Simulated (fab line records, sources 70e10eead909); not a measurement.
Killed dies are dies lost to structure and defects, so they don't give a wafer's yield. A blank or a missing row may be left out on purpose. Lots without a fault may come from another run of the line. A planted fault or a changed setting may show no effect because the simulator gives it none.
fab line records | flow nand_harc
record lots=6 wafers=18 last_day=33
route steps=1302 shown P_M0@255 END@1302
lots that met no fault: from a run of the same line without faults
start_h: hours from the record's first day to the start of the lot's first wafer shown | wait_h: hours since the lot's step before | " the same as in the row above | L1.1+2: a row that stands for several wafers | - no value, or no start given | * or withheld: withheld | < > ~ a bound
route shown NAME@n: a module of which the file shows steps, and the number in the route of the first | usual: mean/standard deviation of fault-free wafers | same: alike in all rows | chamber/n: place in a boat | sites: the reading at each site | _std_site: their standard deviation | _edge_site: outer sites' mean less inner sites' | radius_mm: how far each site lies from the wafer's centre | mask NAME#n: copy n | behind: the tool/chamber that last shaped the wafer | hold: why the lot was held/for how many hours/how that ended | device: the transistor (n, p or np) that didn't switch | end of line: the same wafers' tests at the end of the route | a step without rows: its recipe alone | killed: dies lost to structure and defects at the first sort, not the wafer's yield | map: a wafer's dies, x killed, . not, _ none there
set.NAME: the setting as run; set.NAME@STEP: as run at that earlier step | model.NAME: the simulator's own value behind a step, which no gauge read
lots at some steps of the route; a table a step, a row a wafer
services: from which hour (start_h, from the record's first day; less than 0 if before it) a tool's chamber was out of use, for how many hours, and why
## steps
# step NHARC_P_M0_HMDS_02
# recipe time_s=30
# step NHARC_P_M0_COAT_33
# recipe temp_c=200 time_s=65
# step NHARC_P_M0_COAT_03
# recipe spin_rpm=1500 resist_thk_nm=90
# step NHARC_P_M0_SOFTBAKE_04
# recipe temp_c=105 time_s=55
# step NHARC_P_M0_EBR_05
# step NHARC_P_M0_EXPOSE_06
# recipe na=1.35 target_cd_nm=90 dose_mj=81.28 mask_id=P_M0
# step NHARC_P_M0_PEB_07
# recipe peb_temp_c=100 peb_time_s=65
# step NHARC_P_M0_DEVELOP_08
# recipe develop_time_s=35 dev_temp_c=23
# step NHARC_P_M0_CD_MEAS_09
# recipe target_cd_nm=90 landing_energy_ev=500
# usual cd_nm=90.0/0.85
# columns lot.wafer tool chamber start_h wait_h cd_nm
L757.1 cd_sem-03 0 150.83 - 88.4
L757.3 " 0 " " 89.2
L757.4 " 0 " " 90.0
L759.1 cd_sem-03 0 168.85 - 89.8
L759.2 " 0 " " 89.5
L759.5 " 0 " " 90.1
L760.4 cd_sem-01 0 170.03 - 90.0
L760.5 " 0 " " 89.5
L760.6 " 0 " " 90.5
L771.1 cd_sem-02 0 298.33 - 90.0
L771.4 " 0 " " 91.5
L771.5 " 0 " " 89.9
L776.1 cd_sem-01 0 337.10 - 89.8
L776.2 " 0 " " 90.3
L776.4 " 0 " " 90.4
L778.3 cd_sem-01 0 351.50 - 90.1
L778.4 " 0 " " 90.1
L778.6 " 0 " " 89.9
# step NHARC_P_M0_OVL_MEAS_10
# recipe pitch_nm=180
# usual overlay_x_nm=0.2/0.93 overlay_y_nm=0.2/0.88
# columns lot.wafer tool chamber start_h wait_h overlay_x_nm overlay_y_nm
L757.1 overlay-01 - 150.92 - 1.6 1.5
L757.3 " - " " 1.9 1.2
L757.4 " - " " 1.5 1.8
L759.1 overlay-02 - 168.94 - 0.1 -0.6
L759.2 " - " " 0.0 -0.9
L759.5 " - " " 0.2 -0.9
L760.4 overlay-02 - 170.12 - -1.4 -1.7
L760.5 " - " " -2.1 -1.0
L760.6 " - " " -2.0 -1.4
L771.1 overlay-01 - 298.42 - -0.1 -0.5
L771.4 " - " " 0.4 -1.0
L771.5 " - " " 0.1 -0.5
L776.1 overlay-02 - 337.19 - -0.2 -1.4
L776.2 " - " " 0.4 -1.4
L776.4 " - " " 0.0 -1.8
L778.3 overlay-01 - 351.59 - 0.0 1.0
L778.4 " - " " -0.5 1.2
L778.6 " - " " -0.4 0.1
# step NHARC_P_M0_INSPECT_11
# usual raw_defect_count=4.4/2.5
# columns lot.wafer tool chamber start_h wait_h raw_defect_count
L757.1 defect_inspect-01 - 150.95 0.0 4
L757.3 " - " " 7
L757.4 " - " " 8
L759.1 defect_inspect-01 - 168.97 0.0 3
L759.2 " - " " 1
L759.5 " - " " 3
L760.4 defect_inspect-02 - 170.15 0.0 4
L760.5 " - " " 5
L760.6 " - " " 0
L771.1 defect_inspect-01 - 298.45 0.0 2
L771.4 " - " " 2
L771.5 " - " " 3
L776.1 defect_inspect-01 - 337.22 0.0 2
L776.2 " - " " 4
L776.4 " - " " 2
L778.3 defect_inspect-01 - 351.62 0.0 7
L778.4 " - " " 5
L778.6 " - " " 2
# step NHARC_P_M0_DESCUM_14
# recipe time_s=3 o2_flow_sccm=200 ar_flow_sccm=0 bias_power_w=0 chemistry=O2
# usual drypump_motor_current_A=5.6/0.46 oes_product_au=0.997/0.014 rf_vpp_V=57.8/1 showerhead_plenum_p_Torr=1.92/0.095 throttle_valve_pct=11.310/0.009
# columns lot.wafer tool chamber start_h wait_h drypump_motor_current_A oes_product_au rf_hours_counter_h rf_vpp_V showerhead_plenum_p_Torr throttle_valve_pct
L757.4 rie_diel-02 3 151.02 0.1 5.2 0.986 37 57.3 1.95 11.316
L757.3 " 0 " " 5.8 0.999 37 57.8 1.81 11.315
L757.1 " 1 " " 5.5 1.005 36 57.0 1.79 11.309
L759.1 rie_diel-04 1 169.05 0.1 6.2 0.990 24 58.7 2.02 11.318
L759.2 " 2 " " 5.6 0.995 24 58.0 2.01 11.312
L759.5 " 3 " " 4.8 1.015 - 57.6 1.84 11.302
L760.4 rie_diel-04 3 170.23 0.1 4.8 1.019 23 56.1 1.84 11.321
L760.6 " 1 " " 6.2 0.998 - 58.1 2.02 11.296
L760.5 " 2 " " 5.7 0.989 - 58.6 2.01 11.323
L771.1 rie_diel-04 1 298.52 0.1 6.1 0.984 15 59.2 2.01 11.312
L771.4 " 2 " " 5.6 0.998 12 57.8 2.01 11.309
L771.5 " 0 " " 6.1 1.013 - 58.0 1.82 11.310
L776.4 rie_diel-02 1 337.29 0.1 5.6 0.980 38 58.3 1.77 11.300
L776.1 " 2 " " 5.9 0.992 41 59.0 1.99 11.307
L776.2 " 3 " " 5.2 0.987 39 59.6 1.93 11.304
L778.3 rie_diel-04 1 351.69 0.1 6.1 0.973 26 59.4 2.01 11.317
L778.4 " 3 " " 4.8 0.993 19 58.2 1.84 11.303
L778.6 " 1 " " 6.2 0.978 - 58.8 2.01 11.314
# step NHARC_P_M0_ETCH_34
# recipe target_depth_a=400 overetch_a=120 time_s=43.94 ion_energy_ev=200 n2_flow_sccm=150 h2_flow_sccm=150 ar_flow_sccm=0 rf_w=400 bias_w=150 chemistry=N2/H2
# usual drypump_motor_current_A=5.7/0.45 oes_product_au=0.998/0.014 rf_vpp_V=430.6/3 showerhead_plenum_p_Torr=2.04/0.1 throttle_valve_pct=14.171/0.008
# columns lot.wafer tool chamber start_h wait_h drypump_motor_current_A oes_product_au rf_hours_counter_h rf_vpp_V showerhead_plenum_p_Torr throttle_valve_pct
L757.1 rie_diel-02 0 151.10 0.1 5.8 0.994 37 426.7 1.92 14.166
L757.3 " 2 " " 5.9 1.007 36 432.8 2.15 14.170
L757.4 " 3 " " 5.2 0.976 37 432.7 2.08 14.153
L759.1 rie_diel-04 2 169.13 0.1 5.7 0.810 24 432.6 2.15 14.152
L759.2 " 3 " " 4.8 0.827 23 428.4 1.97 14.175
L759.5 " 2 " " 5.6 0.811 - 433.5 2.15 14.157
L760.4 rie_diel-04 0 170.31 0.1 6.1 0.992 25 428.8 1.94 14.177
L760.6 " 0 " " 6.1 0.982 - 428.7 1.94 14.182
L760.5 " 1 " " 6.2 0.813 - 434.1 2.15 14.161
L771.1 rie_diel-04 3 298.60 0.1 4.8 1.001 14 428.3 1.96 14.174
L771.4 " 0 " " 6.1 1.020 15 428.1 1.94 14.169
L771.5 " 0 " " 6.1 1.017 - 427.8 1.94 14.176
L776.2 rie_diel-02 3 337.37 0.1 5.3 0.998 39 429.7 2.06 14.180
L776.1 " 0 " " 5.8 1.000 37 426.3 1.91 14.181
L776.4 " 2 " " 5.9 0.990 41 433.3 2.13 14.170
L778.3 rie_diel-04 3 351.78 0.1 4.8 0.983 19 428.4 1.96 14.164
L778.4 " 0 " " 6.1 1.014 24 427.6 1.93 14.167
L778.6 " 1 " " 6.2 0.981 - 432.9 2.15 14.172
# step NHARC_P_M0_ETCH_15
# recipe target_depth_a=1500 overetch_a=150 time_s=82.5 c4f8_flow_sccm=withheld ar_flow_sccm=400 rf_w=600 bias_w=300 chemistry=C4F8/Ar
# usual oes_product_au=0.954/0.025 rf_vpp_V=440.9/2.9
# columns lot.wafer tool chamber start_h wait_h oes_product_au rf_hours_counter_h rf_vpp_V
L757.1 rie_diel-02 3 - - 0.934 37 441.2
L757.3 " 0 " " 0.966 37 438.3
L757.4 " 2 " " 0.973 36 445.3
L759.1 rie_diel-04 3 - - 0.985 23 438.3
L759.2 " 2 " " 0.977 25 443.9
L759.5 " 3 " " 0.986 - 438.9
L760.4 rie_diel-04 0 - - 0.947 25 437.1
L760.6 " 3 " " 0.981 - 439.1
L760.5 " 0 " " 0.956 - 437.2
L771.1 rie_diel-04 2 - - 0.981 12 446.4
L771.4 " 3 " " 0.972 14 437.4
L771.5 " 2 " " 0.985 - 443.1
L776.1 rie_diel-02 3 - - 0.923 39 439.6
L776.4 " 0 " " 0.922 37 436.2
L776.2 " 1 " " 0.910 38 436.7
L778.4 rie_diel-04 0 - - 0.976 24 438.6
L778.3 " 1 " " 0.939 26 442.3
L778.6 " 0 " " 0.972 - 437.3
# step NHARC_END_SORT_01
# recipe temp_c=25
# usual defect_limited_yield=90/3.4 killed_at_array=61/24 killed_at_other=1.2/1.3 killed_at_periphery=3.7/2.6 killed_dies=66/23 killed_open=3.3/1.8 killed_short=2.4/1.6
# same gross_dies=677
# columns lot.wafer tool chamber start_h wait_h defect_limited_yield[%] killed_at_array killed_at_other killed_at_periphery killed_dies killed_open killed_short
L757.1 prober-01 0 582.22 2.5 93 39 0 6 45 6 0
L757.3 prober-01 0 583.82 3.1 92 43 1 8 52 7 3
L757.4 prober-01 0 584.62 3.4 92 49 0 7 56 6 4
L759.1 prober-01 0 601.12 2.5 86 91 0 2 93 3 4
L759.2 prober-01 0 601.91 2.8 88 79 0 2 81 1 3
L759.5 prober-01 0 604.30 3.7 88 81 3 0 84 1 3
L760.4 prober-01 0 611.24 3.4 95 33 3 1 37 4 2
L760.5 prober-01 0 612.03 3.7 95 30 1 1 32 1 2
L760.6 prober-01 0 612.83 4.0 96 28 1 1 30 6 1
L776.1 prober-01 0 784.89 2.5 90 63 0 3 66 2 0
L776.2 prober-01 0 785.69 2.8 91 57 1 4 62 5 0
L776.4 prober-01 0 787.29 3.4 90 64 0 2 66 2 1
L778.3 prober-02 0 789.64 3.1 95 23 6 6 35 9 0
L778.4 prober-02 0 790.45 3.4 97 16 3 3 22 2 0
L778.6 prober-02 0 792.05 4.0 96 24 2 2 28 1 2
# killed by level:class
L757.1 A_SLIT:chamber_film_flake=22 A_CHANNEL_HOLE_D2:chamber_film_flake=8 A_CONTACT:chamber_film_flake=4 P_GATE:chamber_film_flake=2 P_STI:geometric_particle:open=1 P_GATE:geometric_particle:open=1 P_M0:geometric_particle:open=1 A_DECK1_JOINT:geometric_particle:open=1
L757.3 A_SLIT:chamber_film_flake=22 P_GATE:chamber_film_flake=6 A_CHANNEL_HOLE_D2:chamber_film_flake=6 A_CONTACT:chamber_film_flake=4 A_M0:geometric_particle:open=2 A_CHANNEL_HOLE_D1:chamber_film_flake=2 P_CONTACT:geometric_particle:open=1 A_ONON_D1:geometric_particle:open=1
L757.4 A_SLIT:chamber_film_flake=28 A_CHANNEL_HOLE_D2:chamber_film_flake=5 P_GATE:chamber_film_flake=4 A_STAIRCASE:chamber_film_flake=3 P_M1:chamber_film_flake=2 P_GATE:geometric_particle:open=1 A_ONON_D1:geometric_particle:open=1 A_ONON_D1:geometric_particle:short=1
L759.1 A_CHANNEL_HOLE_D2:chamber_film_flake=37 A_CHANNEL_HOLE_D1:chamber_film_flake=36 A_CONTACT:chamber_film_flake=6 A_CHANNEL_FILL_D1:geometric_particle:short=3 A_DECK1_JOINT:geometric_particle:open=2 P_GATE:chamber_film_flake=2 A_STAIRCASE:chamber_film_flake=2 A_M1:chamber_film_flake=2
L759.2 A_CHANNEL_HOLE_D2:chamber_film_flake=34 A_CHANNEL_HOLE_D1:chamber_film_flake=34 A_STAIRCASE:chamber_film_flake=2 A_CONTACT:chamber_film_flake=2 P_M1:geometric_particle:short=1 A_DECK1_JOINT:geometric_particle:short=1 A_M0:geometric_particle:short=1 A_M0:geometric_particle:open=1
L759.5 A_CHANNEL_HOLE_D2:chamber_film_flake=38 A_CHANNEL_HOLE_D1:chamber_film_flake=31 A_CONTACT:chamber_film_flake=4 A_M1:chamber_film_flake=2 THIN_TSV:chamber_film_flake=2 A_ONON_D1:geometric_particle:short=1 A_DECK1_JOINT:geometric_particle:short=1 A_BONDPAD:geometric_particle:open=1
L760.4 A_STAIRCASE:chamber_film_flake=10 A_CHANNEL_HOLE_D2:chamber_film_flake=9 A_CHANNEL_HOLE_D1:chamber_film_flake=3 THIN_TSV:chamber_film_flake=3 A_ZERO_WELL:chamber_film_flake=2 A_CONTACT:chamber_film_flake=2 A_ONON_D1:geometric_particle:short=1 A_ONON_D1:geometric_particle:open=1
L760.5 A_CHANNEL_HOLE_D1:chamber_film_flake=9 A_STAIRCASE:chamber_film_flake=8 A_CHANNEL_HOLE_D2:chamber_film_flake=6 A_CONTACT:chamber_film_flake=3 P_M0:geometric_particle:open=1 A_WL_FILL:geometric_particle:short=1 STARTING-WAFER:geometric_particle:short=1 A_CHANNEL_FILL_D2:chamber_film_flake=1
L760.6 A_CHANNEL_HOLE_D2:chamber_film_flake=12 A_M0:geometric_particle:open=2 A_CHANNEL_HOLE_D1:chamber_film_flake=2 A_STAIRCASE:chamber_film_flake=2 A_CONTACT:chamber_film_flake=2 P_CONTACT:geometric_particle:open=1 A_CHANNEL_FILL_D1:geometric_particle:open=1 A_DECK1_JOINT:geometric_particle:open=1
L776.1 A_SLIT:chamber_film_flake=30 A_CHANNEL_HOLE_D1:chamber_film_flake=15 A_CONTACT:chamber_film_flake=12 P_GATE:chamber_film_flake=2 A_DECK1_JOINT:chamber_film_flake=2 A_STAIRCASE:chamber_film_flake=2 P_M0:geometric_particle:open=1 A_DECK1_JOINT:geometric_particle:open=1
L776.2 A_SLIT:chamber_film_flake=27 A_CHANNEL_HOLE_D1:chamber_film_flake=17 A_CONTACT:chamber_film_flake=5 P_STI:chamber_film_flake=2 A_STAIRCASE:chamber_film_flake=2 A_ONON_D1:geometric_particle:open=1 A_ONON_D2:geometric_particle:open=1 A_WL_FILL:geometric_particle:open=1
L776.4 A_SLIT:chamber_film_flake=34 A_CHANNEL_HOLE_D1:chamber_film_flake=15 A_CONTACT:chamber_film_flake=6 A_ZERO_WELL:chamber_film_flake=5 A_DECK1_JOINT:chamber_film_flake=2 P_M0:geometric_particle:open=1 A_ONON_D1:geometric_particle:short=1 A_M1:geometric_particle:open=1
L778.3 A_SLIT:chamber_film_flake=10 THIN_TSV:chamber_film_flake=6 P_ZERO_WELL:chamber_film_flake=3 A_M0:geometric_particle:open=2 A_WL_FILL:chamber_film_flake=2 P_GATE:geometric_particle:open=1 P_M0:geometric_particle:open=1 A_SOURCE_PLATE:geometric_particle:open=1
L778.4 A_SLIT:chamber_film_flake=9 THIN_TSV:chamber_film_flake=3 P_ZERO_WELL:chamber_film_flake=2 A_CONTACT:chamber_film_flake=2 P_M0:geometric_particle:open=1 A_CHANNEL_HOLE_D2:geometric_particle:open=1 A_ZERO_WELL:chamber_film_flake=1 A_CHANNEL_HOLE_D1:chamber_film_flake=1
L778.6 A_SLIT:chamber_film_flake=7 A_STAIRCASE:chamber_film_flake=4 A_CONTACT:chamber_film_flake=4 A_DECK1_JOINT:chamber_film_flake=2 A_CHANNEL_HOLE_D2:chamber_film_flake=2 A_WL_FILL:chamber_film_flake=2 THIN_TSV:chamber_film_flake=2 P_M0:geometric_particle:short=1
## services
# columns tool chamber start_h hours kind
rie_diel-04 0 132.40 - clean
rie_diel-04 1 132.40 - clean
rie_diel-04 2 132.40 - clean
rie_diel-04 3 132.40 - clean
rie_diel-04 0 156.90 - clean
rie_diel-04 1 156.90 - clean
rie_diel-04 2 156.90 - clean
rie_diel-04 3 156.90 - clean
rie_diel-02 0 165.77 23.0 repair
rie_diel-04 - 177.90 9.0 pm
rie_diel-04 0 177.90 9.0 vent_cycle
rie_diel-04 1 177.90 9.0 vent_cycle
rie_diel-04 2 177.90 9.0 vent_cycle
rie_diel-04 3 177.90 9.0 vent_cycle
rie_diel-04 0 186.90 - clean
rie_diel-04 1 186.90 - clean
rie_diel-04 2 186.90 - clean
rie_diel-04 3 186.90 - clean
rie_diel-04 1 194.10 2.2 repair
rie_diel-02 - 216.70 9.0 pm
rie_diel-04 - 225.55 11.8 repair
rie_diel-04 2 240.65 8.9 repair
rie_diel-04 - 260.25 0.3 repair
rie_diel-04 3 324.92 12.1 repair
## key
first_sign step=NHARC_P_M0_ETCH_34 reading=oes_product_au direction=down sigmas=13 usual=0.998 struck=0.815
effect none on later readings
met_at NHARC_P_M0_ETCH_34
struck_wafers L759.1,L759.2,L759.5,L760.5
fault kind=process_parameter_drift tool=rie_diel-04 chamber=- onset_h=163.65 steps=NHARC_P_M0_ETCH_34 channel=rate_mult offset=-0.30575 shape=step end_h=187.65 scope=struck_wafers_only
